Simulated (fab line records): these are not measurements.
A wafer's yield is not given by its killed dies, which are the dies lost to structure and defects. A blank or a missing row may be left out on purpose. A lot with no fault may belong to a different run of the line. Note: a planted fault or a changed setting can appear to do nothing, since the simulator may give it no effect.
fab line records	flow n5-finfet
record lots=7	wafers=39
route steps=1938 shown BEOL_M15@1809 MIM_BOT@1833
start-h: hours from the record's first day to the start of the lot's first wafer shown	wait-h: hours elapsed since this lot's preceding step	" identical to the entry in the row above	L1.1+2: a single row standing in for several wafers	- no value, or no start given	* or withheld: withheld	< > ~ a bound
route shown NAME@n: NAME is a module with steps in the file, n the number in the route of the first one	usual: mean and standard deviation over wafers with no fault	same: alike in all rows	chamber/n: place in a boat	sites: the reading at each site	_std_site: the standard deviation of these	_edge_site: inner sites' mean taken away from outer sites' mean	radius-mm: how far each site lies from the wafer's centre	mask NAME#n: copy n	behind: the most recent tool/chamber to have shaped the wafer	hold: reason for holding the lot/hours on hold/outcome of the hold	device: which transistor (n, p or np) failed to switch	end of line: at the end of the route, the tests of the same wafers	for a step that has no rows: nothing shown but its recipe	killed: dies lost to structure and defects at the first sort, not the wafer's yield	map: a wafer's dies, x killed, . not, _ none there
set.NAME: the run value of the setting; set.NAME@STEP: its run value at that earlier step	model.NAME: the simulator's own value behind a step, which no gauge read
lots run with intentionally changed settings; tables by step, rows by wafer
## steps
# step N5_BEOL_M15_TRENCH_ETCH_34
# recipe chemistry=C4F8/O2/Ar	target=SiO2	target-depth-a=8729.3	he-inner-torr=15	he-outer-torr=30	time-s=199	ion-energy-ev=800	pressure-mtorr=20	source-w=1905	bias-w=2040	Ar_flow_sccm=400	C4F8_flow_sccm=16	O2_flow_sccm=12
lot.wafer	tool	chamber	start-h	wait-h	set.time-s	model.etch.depth-nm	model.coat_of_BEOL_M15_COAT_22.thk-nm
L077.1	rie-diel-01	2	312.21	0.0	242.2	1058	500.2
L077.2	"	3	"	"	242.2	1045	510.8
L077.3	"	0	"	"	199	857.2	544.6
L077.4	"	1	"	"	199	874.8	542.4
L077.5	"	0	"	"	199	861.4	542.4
L077.6	"	1	"	"	242.2	1065	505
L082.1	rie-diel-04	3	320.48	0.0	145.1	623.3	594.4
L082.2	"	2	"	"	199	846.6	553.4
L082.3	"	0	"	"	199	871.2	546.6
L082.4	"	1	"	"	199	871.5	541.6
L082.5	"	3	"	"	145.1	625.5	592.2
L082.6	"	2	"	"	145.1	615.1	599.6
L083.1	rie-diel-04	2	344.97	0.0	199	850.3	550.6
L083.2	"	3	"	"	199	869.4	541.6
L083.3	"	0	"	"	199	871.3	543.2
L083.4	"	1	"	"	199	875.6	538.8
L083.5	"	2	"	"	199	848.8	553.6
L083.6	"	1	"	"	199	876.3	541.4
L087.1	rie-diel-01	2	377.86	0.0	199	859.5	547.2
L087.2	"	3	"	"	199	847.5	553.8
L087.3	"	0	"	"	199	847.9	548.2
L087.4	"	1	"	"	199	865.1	545.6
L087.5	"	0	"	"	199	858.6	548.2
L087.6	"	1	"	"	199	868.3	546.4
L088.1	rie-diel-02	0	398.61	0.0	199	898.7	539.8
L088.2	"	2	"	"	281.7	1248	472
L088.3	"	1	"	"	281.7	1246	472
L088.4	"	3	"	"	199	872.2	548.8
L088.5	"	3	"	"	281.7	1235	477.6
L088.6	"	0	"	"	199	892.8	540.2
L094.1	rie-diel-02	0	421.07	0.0	199	881.7	540.4
L094.4	"	2	"	"	199	869.6	543.2
L094.5	"	3	"	"	199	865.5	542.4
L096.1	rie-diel-01	2	459.86	0.0	95.9	418.7	630
L096.2	"	0	"	"	95.9	416	633.6
L096.3	"	3	"	"	199	852.9	549.2
L096.4	"	1	"	"	199	877.8	541.2
L096.5	"	2	"	"	199	869.7	542.4
L096.6	"	1	"	"	95.9	422.8	633
# step N5_BEOL_M15_STRIP_36
# recipe chemistry=O2	power-w=600	temp-c=60	pressure-mtorr=30	rf-frequency-hz=6e+07	bias-power-w=0	overash-fraction=0.3	o2-flow-sccm=225
# step N5_BEOL_M15_ECD_47
# recipe material=Cu	target-thk-a=18600
# step N5_BEOL_M15_ANNEAL_48
# recipe temp-c=225	time-s=90	ambient=N2
# step N5_BEOL_M15_CMP_49
# recipe stop-on=SiO2	t-overpolish-s=4.9	down-force-psi=2	platen-rpm=80	clearing-platen-down-force-psi=2	clearing-platen-rpm=80	post-cmp-clean=cu-alkaline	target-thk-nm=850	clearing-platen-pad-velocity-m-s=1.5917	pad-velocity-m-s=1.5917
lot.wafer	tool	chamber	start-h	wait-h	set.time-s@BEOL_M15_TRENCH_ETCH_34	model.Cu_of_BEOL_M15_ECD_47.thk-nm
L077.4	cmp-02	2	316.70	0.1	199	851.6
L077.1	"	3	"	"	242.2	1034
L077.2	"	0	"	"	242.2	1022
L077.3	"	1	"	"	199	834
L077.6	"	2	"	"	242.2	1042
L077.5	"	3	"	"	199	838
L082.1	cmp-03	0	324.51	0.3	145.1	599.6
L082.3	"	1	"	"	199	846.8
L082.4	"	2	"	"	199	847.6
L082.2	"	3	"	"	199	822.8
L082.6	"	0	"	"	145.1	591.4
L082.5	"	1	"	"	145.1	603.2
L083.3	cmp-03	0	348.78	0.4	199	847.8
L083.1	"	1	"	"	199	824.8
L083.2	"	2	"	"	199	845.8
L083.4	"	3	"	"	199	851.6
L083.6	"	0	"	"	199	853
L083.5	"	1	"	"	199	824
L087.4	cmp-03	0	379.99	0.1	199	844
L087.1	"	1	"	"	199	836.4
L087.3	"	2	"	"	199	825.2
L087.2	"	3	"	"	199	824.6
L087.5	"	0	"	"	199	835.2
L087.6	"	1	"	"	199	844.6
L088.2	cmp-03	1	400.13	0.2	281.7	1224
L088.4	"	2	"	"	199	848.2
L088.3	"	3	"	"	281.7	1222
L088.1	"	0	"	"	199	874.8
L088.6	"	1	"	"	199	868.6
L088.5	"	2	"	"	281.7	1212
L094.1	cmp-01	1	424.97	0.3	199	859.2
L094.4	"	2	"	"	199	847.6
L094.5	"	1	"	"	199	842.6
L096.4	cmp-02	0	463.69	0.1	199	855.6
L096.3	"	1	"	"	199	831.2
L096.1	"	2	"	"	95.9	395.8
L096.2	"	3	"	"	95.9	393.2
L096.6	"	0	"	"	95.9	400
L096.5	"	1	"	"	199	847.2
# step N5_BEOL_M15_THK_MEAS_50
# recipe thk-meas-gauge=xrf	reads=Cu_of_BEOL_M15_ECD_47
# usual M15_THK=860/13
lot.wafer	tool	chamber	start-h	wait-h	set.time-s@BEOL_M15_TRENCH_ETCH_34	M15_THK[nm]
L077.1	film-metro-02	-	317.00	-	242.2	1047
L077.2	"	-	"	"	242.2	1040
L077.3	"	-	"	"	199	846
L077.4	"	-	"	"	199	860
L077.5	"	-	"	"	199	851
L077.6	"	-	"	"	242.2	1058
L082.1	film-metro-02	-	324.81	-	145.1	606
L082.2	"	-	"	"	199	836
L082.3	"	-	"	"	199	860
L082.4	"	-	"	"	199	862
L082.5	"	-	"	"	145.1	610
L082.6	"	-	"	"	145.1	600
L083.1	film-metro-02	-	349.07	-	199	841
L083.2	"	-	"	"	199	861
L083.3	"	-	"	"	199	859
L083.4	"	-	"	"	199	868
L083.5	"	-	"	"	199	837
L083.6	"	-	"	"	199	864
L087.1	film-metro-02	-	380.28	-	199	843
L087.2	"	-	"	"	199	829
L087.3	"	-	"	"	199	833
L087.4	"	-	"	"	199	853
L087.5	"	-	"	"	199	839
L087.6	"	-	"	"	199	849
L088.1	film-metro-01	-	400.42	-	199	895
L088.2	"	-	"	"	281.7	1259
L088.3	"	-	"	"	281.7	1253
L088.4	"	-	"	"	199	866
L088.5	"	-	"	"	281.7	1244
L088.6	"	-	"	"	199	887
L094.1	film-metro-01	-	425.26	-	199	873
L094.4	"	-	"	"	199	861
L094.5	"	-	"	"	199	855
L096.1	film-metro-01	-	463.99	-	95.9	402
L096.2	"	-	"	"	95.9	398
L096.3	"	-	"	"	199	848
L096.4	"	-	"	"	199	874
L096.5	"	-	"	"	199	861
L096.6	"	-	"	"	95.9	406
# step N5_BEOL_M15_PRE_CLEAN_52
# recipe gas=NH3	time-s=15	temp-c=withheld	rf-power-w=300
# step N5_BEOL_M15_DEP_53
# recipe material=SiCN	target-thk-a=500	temp-c=withheld	precursor=3MS/NH3	pressure-torr=3	rf-w=675	time-s=17.8
# step N5_BEOL_M15_RS_MEAS_54
# recipe thk-meas-gauge=four-point-probe	reads=Cu_of_BEOL_M15_ECD_47+Ta_of_BEOL_M15_SPUTTER_44+TaN_of_BEOL_M15_SPUTTER_43
# usual M15_RS=0.02167/0.00026
lot.wafer	tool	chamber	start-h	wait-h	set.time-s@BEOL_M15_TRENCH_ETCH_34	M15_RS[ohm/sq]
L077.1	film-metro-02	-	317.13	0.0	242.2	0.01763
L077.2	"	-	"	"	242.2	0.01782
L077.3	"	-	"	"	199	0.02191
L077.4	"	-	"	"	199	0.02152
L077.5	"	-	"	"	199	0.02185
L077.6	"	-	"	"	242.2	0.01754
L082.1	film-metro-01	-	324.94	0.0	145.1	0.03076
L082.2	"	-	"	"	199	0.02228
L082.3	"	-	"	"	199	0.02165
L082.4	"	-	"	"	199	0.02168
L082.5	"	-	"	"	145.1	0.03061
L082.6	"	-	"	"	145.1	0.03123
L083.1	film-metro-02	-	349.20	0.0	199	0.02223
L083.2	"	-	"	"	199	0.02162
L083.3	"	-	"	"	199	0.02158
L083.4	"	-	"	"	199	0.02148
L083.5	"	-	"	"	199	0.02222
L083.6	"	-	"	"	199	0.02145
L087.1	film-metro-01	-	380.41	0.0	199	0.02189
L087.2	"	-	"	"	199	0.02222
L087.3	"	-	"	"	199	0.02221
L087.4	"	-	"	"	199	0.02176
L087.5	"	-	"	"	199	0.02197
L087.6	"	-	"	"	199	0.02171
L088.1	film-metro-01	-	400.55	0.0	199	0.02096
L088.2	"	-	"	"	281.7	0.01494
L088.3	"	-	"	"	281.7	0.01492
L088.4	"	-	"	"	199	0.02162
L088.5	"	-	"	"	281.7	0.01504
L088.6	"	-	"	"	199	0.02113
L094.1	film-metro-02	-	425.39	0.0	199	0.02135
L094.4	"	-	"	"	199	0.02156
L094.5	"	-	"	"	199	0.02174
L096.1	film-metro-01	-	464.11	0.0	95.9	0.04713
L096.2	"	-	"	"	95.9	0.0475
L096.3	"	-	"	"	199	0.02203
L096.4	"	-	"	"	199	0.02143
L096.5	"	-	"	"	199	0.02163
L096.6	"	-	"	"	95.9	0.04678
# step N5_MIM_BOT_SPUTTER_00
# recipe material=TiN	target-thk-a=350	temp-c=200	power-w=3000	chamber-pressure-pa=0.49996	gas=Ar	reactive-partial-pa=0.37997	time-s=89.7
lot.wafer	tool	chamber	start-h	wait-h	set.target-thk-a	model.TiN_of_MIM_BOT_SPUTTER_00.thk-nm
L077.1+2	pvd-sputter-03	-	319.30	0.0	350	35
L077.3	"	-	"	"	350	35.4
L077.4+5+6	"	-	"	"	350	35.2
L082.1	pvd-sputter-03	-	326.99	0.0	188.4	18.6
L082.2+4	"	-	"	"	350	34.8
L082.3+6	"	-	"	"	188.4	18.8
L082.5	"	-	"	"	350	35
L083.1	pvd-sputter-03	-	351.50	0.0	153.5	15.6
L083.2+6	"	-	"	"	350	35.4
L083.3+4	"	-	"	"	153.5	15.4
L083.5	"	-	"	"	350	35
L087.1+6	pvd-sputter-01	-	382.19	0.0	203.2	19.8
L087.2	"	-	"	"	203.2	19.4
L087.3	"	-	"	"	350	34.8
L087.4	"	-	"	"	350	34.2
L087.5	"	-	"	"	350	34.4
L088.1	pvd-sputter-01	-	402.82	0.0	284	28
L088.2+3	"	-	"	"	284	27.8
L088.4+5	"	-	"	"	350	34.4
L088.6	"	-	"	"	350	34.2
L094.1	pvd-sputter-02	-	426.75	0.0	350	35.2
L094.4	"	-	"	"	350	35
L094.5	"	-	"	"	350	35.4
L096.1+3	pvd-sputter-03	-	466.02	0.0	281.7	28.6
L096.2+4	"	-	"	"	350	35.2
L096.5	"	-	"	"	281.7	28.2
L096.6	"	-	"	"	350	35
## key
split step=N5_BEOL_M15_TRENCH_ETCH_34	setting=time-s	stated=199	by=wafer
response step=N5_BEOL_M15_TRENCH_ETCH_34	reading=model.etch.depth-nm	change=+8.66	per=1%	r=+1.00
response step=N5_BEOL_M15_TRENCH_ETCH_34	reading=model.coat_of_BEOL_M15_COAT_22.thk-nm	change=-1.7	per=1%	r=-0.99
response step=N5_BEOL_M15_CMP_49	reading=model.Cu_of_BEOL_M15_ECD_47.thk-nm	change=+8.67	per=1%	r=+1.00
response step=N5_BEOL_M15_THK_MEAS_50	reading=M15_THK	change=+8.92	per=1%	r=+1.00
response step=N5_BEOL_M15_RS_MEAS_54	reading=M15_RS	change=-0.00034	per=1%	r=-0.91
split step=N5_MIM_BOT_SPUTTER_00	setting=target-thk-a	stated=350	by=wafer
response step=N5_MIM_BOT_SPUTTER_00	reading=model.TiN_of_MIM_BOT_SPUTTER_00.thk-nm	change=+0.351	per=1%	r=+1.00
